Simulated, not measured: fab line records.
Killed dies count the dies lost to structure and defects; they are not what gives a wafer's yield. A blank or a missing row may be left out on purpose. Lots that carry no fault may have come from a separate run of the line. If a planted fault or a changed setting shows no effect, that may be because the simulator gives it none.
Which tool did it? ; flow n5Finfet ; 9 lots with 26 wafers sampled at 7 steps, on a route of 1938 steps

WHAT THE GAUGES READ, wafer by wafer
N5_BEOL_M2_RS_MEAS_58: measures by four-point-probe. Usual: M2_RS 0.68 ohm/sq, standard deviation 0.03.
lot;measured;on;M2_RS (ohm/sq);flag
L812;day 7 07:50;filmMetro-02;0.68 0.67 0.73;
L813;day 7 11:10;filmMetro-01;0.67 0.69 0.65;
L815;day 8 04:00;filmMetro-02;0.69 0.70 0.67;
L816;day 8 07:08;filmMetro-01;0.63 0.69 0.64;
L817;day 8 10:05;filmMetro-02;0.67 0.72 0.63;
L826;day 10 21:30;filmMetro-02;0.67 0.70 0.68;
L831;day 11 16:56;filmMetro-01;0.66 0.74 0.70;
L832;day 12 05:10;filmMetro-02;0.65 0.66;
L833;day 12 09:20;filmMetro-02;0.68 0.70 0.66;

N5_BEOL_M3_CD_MEAS_11 targets a cd of 17.05 nm. Usual: 16.96 nm for cdNm, sd 0.24.
lot;measured;on;cdNm (nm);flag
L812;day 7 08:28;cdSem-03;17.22 16.91 16.70;
L813;day 7 12:16;cdSem-01;16.74 16.77 16.98;
L815;day 8 05:16;cdSem-01;16.84 17.30 16.82;
L816;day 8 08:07;cdSem-01;13.47 12.99 13.22;OFF
L817;day 8 11:13;cdSem-03;14.03 14.29 14.63;OFF
L826;day 10 22:59;cdSem-01;17.13 17.13 17.09;
L831;day 11 19:09;cdSem-01;17.25 17.04 16.68;
L832;day 12 06:17;cdSem-03;17.15 16.57;
L833;day 12 10:02;cdSem-03;16.89 16.92 17.09;

N5_BEOL_M3_CD_MEAS_18: pitch 36 nm, target cd 18 nm. Usual: 17.9 nm for cdNm, sd 0.36.
lot;measured;on;cdNm (nm);flag
L812;day 7 09:24;cdSem-03;17.6 17.5 17.2;
L813;day 7 13:12;cdSem-03;17.7 18.0 18.4;
L815;day 8 05:49;cdSem-01;17.7 18.2 18.5;
L816;day 8 08:46;cdSem-03;13.6 14.4 13.9;OFF
L817;day 8 12:13;cdSem-03;15.3 15.1 15.9;OFF
L826;day 10 23:32;cdSem-02;18.4 17.9 18.1;
L831;day 11 19:42;cdSem-01;17.9 17.8 18.4;
L832;day 12 06:50;cdSem-02;18.0 17.6;
L833;day 12 10:38;cdSem-02;18.1 17.9 18.5;

N5_BEOL_M4_RC_MEAS_101. Usual: DIBL_N 36.1 mV/V, standard deviation 1.5; DIBL_P 36.1 mV/V, standard deviation 1.9; IOFF_N 0.159 nA/um, standard deviation 0.029; IOFF_P 0.21 nA/um, standard deviation 0.038; ION_N 675 uA/um, standard deviation 11; ION_P 464 uA/um, standard deviation 8.1; SS_N 71.5 mV/dec, standard deviation 0.57; SS_P 73.3 mV/dec, standard deviation 0.64; VT_N 249 mV, standard deviation 3.1; VT_P -250 mV, standard deviation 3.8.
lot;measured;on;DIBL_N (mV/V);DIBL_P (mV/V);IOFF_N (nA/um);IOFF_P (nA/um);ION_N (uA/um);ION_P (uA/um);SS_N (mV/dec);SS_P (mV/dec);VT_N (mV);VT_P (mV);flag
L812;day 8 06:20;prober-01;36.9 36.2 36.3;35.9 35.2 34.8;0.156 0.148 0.152;0.20 0.19 0.18;667 675 658;456 457 453;71.5 71.4 71.5;72.8 73.0 72.6;250 251 253;-250 -252 -252;
L813;day 8 08:42;prober-02;33.6 35.6 36.6;32.4 35.8 36.9;0.118 0.147 0.173;0.18 0.22 0.24;668 680 691;461 471 471;71.4 72.0 72.1;72.6 73.4 73.4;257 251 248;-248 -249 -249;
L815;day 9 00:53;prober-02;34.6 36.3 35.7;34.7 36.2 35.8;0.141 0.157 0.162;0.19 0.21 0.21;683 676 677;467 466 469;70.9 72.1 71.3;72.6 73.3 72.5;250 249 249;-252 -250 -249;
L826;day 11 15:29;prober-01;34.6 34.1 37.3;33.0 32.4 36.1;0.133 0.122 0.177;0.17 0.16 0.21;675 666 684;462 459 467;70.8 71.0 71.5;72.3 72.4 74.1;248 252 248;-253 -255 -251;
L831;day 12 17:18;prober-01;37.1 36.9 38.5;36.9 37.2 39.3;0.177 0.184 0.213;0.26 0.28 0.31;686 691 702;476 481 479;72.1 71.4 72.2;73.8 73.1 73.5;245 248 244;-245 -241 -241;
L832;day 13 12:38;prober-02;35.6 34.5;36.6 34.6;0.159 0.131;0.20 0.17;674 664;456 456;71.3 71.1;72.6 73.1;247 252;-252 -255;
L833;day 13 18:02;prober-02;37.1 37.5 37.6;37.1 37.7 37.6;0.173 0.192 0.198;0.30 0.32 0.31;677 689 686;479 481 473;71.4 72.1 72.0;73.3 73.7 74.3;246 247 245;-241 -242 -244;

TOOL THAT RAN EACH LOT (tool first, then ch and the chambers of the sampled wafers, then the start)
lot;N5_BEOL_M2_SPUTTER_94;N5_BEOL_M3_EXPOSE_08;N5_BEOL_M3_ETCH_74
L812;pvdSputter-02, day 7 06:34;euvScanner-02 ch 0, day 7 08:21;rieDiel-04 ch 0,1,2, day 7 08:59
L813;pvdSputter-02, day 7 09:54;euvScanner-01 ch 0, day 7 12:09;rieDiel-03 ch 0,2,3, day 7 12:26
L815;pvdSputter-01, day 8 02:40;euvScanner-01 ch 0, day 8 05:08;rieDiel-05 ch 0,2,3, day 8 05:25
L816;pvdSputter-03, day 8 05:36;euvScanner-01 ch 0, day 8 08:00;rieDiel-03 ch 1,2, day 8 08:16
L817;pvdSputter-03, day 8 08:47;euvScanner-01 ch 0, day 8 11:05;rieDiel-05 ch 0,3, day 8 11:49
L826;pvdSputter-01, day 10 20:04;euvScanner-02 ch 0, day 10 22:53;rieDiel-05 ch 0,2,3, day 10 23:09
L831;pvdSputter-03, day 11 15:37;euvScanner-02 ch 0, day 11 19:01;rieDiel-05 ch 0,3, day 11 19:18
L832;pvdSputter-02, day 12 03:53;euvScanner-02 ch 0, day 12 06:09;rieDiel-04 ch 1,2, day 12 06:26
L833;pvdSputter-02, day 12 08:01;euvScanner-02 ch 0, day 12 09:55;rieDiel-05 ch 0,2, day 12 10:14
- N5_BEOL_M2_SPUTTER_94: material Cu, target thk 4.5 nm, time 8.29 s.
- N5_BEOL_M3_EXPOSE_08: exposes mask M3.
- N5_BEOL_M3_ETCH_74: etches underlayer in N2/H2, target depth 6.5 nm, time 5.2 s.

AS READ BY THE TOOLS THEMSELVES (means over the sampled wafers that have a number; for cases with no such wafer, the mark the record gives instead)
N5_BEOL_M2_SPUTTER_94. Usual: chuckSensorTempC -15.9 C, standard deviation 0.31; substrateTempC -20.00 C, standard deviation 0.1; throttleValvePct 29.5 %, standard deviation 1.2.
lot;tool;chuckSensorTempC (C);substrateTempC (C);throttleValvePct (%);flag
L812;pvdSputter-02;-15.9;-20.03;29.8;
L813;pvdSputter-02;-15.9;-20.03;29.5;
L815;pvdSputter-01;-16.0;-20.00;29.2;
L816;pvdSputter-03;-16.1;-20.15;29.8;
L817;pvdSputter-03;-15.8;-20.02;30.9;
L826;pvdSputter-01;-16.0;-19.89;28.7;
L831;pvdSputter-03;-16.1;-20.15;29.4;
L832;pvdSputter-02;-15.9;-19.88;29.0;
L833;pvdSputter-02;-15.9;-20.02;29.5;

N5_BEOL_M3_EXPOSE_08. Usual: 32.95 for exposureDoseMJCm2, sd 0.043.
lot;tool;exposureDoseMJCm2;flag
L812;euvScanner-02;32.92;
L813;euvScanner-01;32.95;
L815;euvScanner-01;32.97;
L816;euvScanner-01;28.18;OFF
L817;euvScanner-01;29.09;OFF
L826;euvScanner-02;32.93;
L831;euvScanner-02;33.01;
L832;euvScanner-02;32.94;
L833;euvScanner-02;32.96;

N5_BEOL_M3_ETCH_74. Usual: drypumpMotorCurrentA 5.6 A, standard deviation 0.51; etchRfOnTimeS 5.19 s, standard deviation 0.12; oesProductAu 0.66 a.u., standard deviation 0.083; rfVppV 523.1 V, standard deviation 2.8; showerheadPlenumPTorr 2.51 Torr, standard deviation 0.091; throttleValvePct 17.8 %, standard deviation 0.35.
lot;tool;drypumpMotorCurrentA (A);etchRfOnTimeS (s);oesProductAu (a.u.);rfVppV (V);showerheadPlenumPTorr (Torr);throttleValvePct (%);flag
L812;rieDiel-04;5.5;5.12;0.62;522.5;2.45;18.0;
L813;rieDiel-03;5.9;5.17;0.61;522.8;2.54;17.9;
L815;rieDiel-05;5.4;5.14;0.65;525.0;2.55;17.4;
L816;rieDiel-03;5.5;5.21;0.71;526.7;2.68;18.0;
L817;rieDiel-05;5.4;5.15;0.70;524.0;2.54;17.3;
L826;rieDiel-05;5.4;5.13;0.70;525.6;2.55;17.3;
L831;rieDiel-05;5.2;5.16;0.77;523.2;2.51;17.2;
L832;rieDiel-04;5.7;5.24;0.59;523.0;2.46;18.1;
L833;rieDiel-05;5.6;5.16;0.75;525.0;2.57;17.1;

THE ANSWER, worked out from the rows above alone
Rule: a lot counts as off when the mean over its wafers that have a number is more than 3 standard deviations away from the usual mean. A lot without any number at a reading at which 4 lots or more have one is off too. All remaining lots with rows at the step are treated as sound. First the gauges in route order, then the tools' own readings, where a lot's mean is used as printed above. The first step at which some lot is off is used, and at that step the reading that is off furthest; a lot without a number counts as furthest.
Off: L816, L817, at N5_BEOL_M3_CD_MEAS_11 (cdNm).
A tool fits if, at a process step before that reading, it ran every lot that is off, and no sound lot after the first of them. The gauges at N5_BEOL_M3_CD_MEAS_11 aren't tried: what is off there is off at N5_BEOL_M3_EXPOSE_08 too, on other tools, and a gauge's error can't cause that. One fits: N5_BEOL_M3_EXPOSE_08 on euvScanner-01. A fault onset in the window from L815 (day 8 05:08, its last sound lot) to L816 (day 8 08:00, its first lot off) fits.
On the lots that are off, the tool's own readings at N5_BEOL_M3_EXPOSE_08 differ by more than 5 times the standard deviation of the sound lots' means, which bears it out; exposureDoseMJCm2 reads 28.63 there versus 32.95 on the sound lots.

WHAT WAS PUT IN BY THE SIMULATOR
Process parameters drifting: euvScanner-01 at N5_BEOL_M3_EXPOSE_08, beginning at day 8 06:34. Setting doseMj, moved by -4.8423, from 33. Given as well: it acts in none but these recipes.
Struck lots among those shown: L816, L817. The rule above reached the same finding.
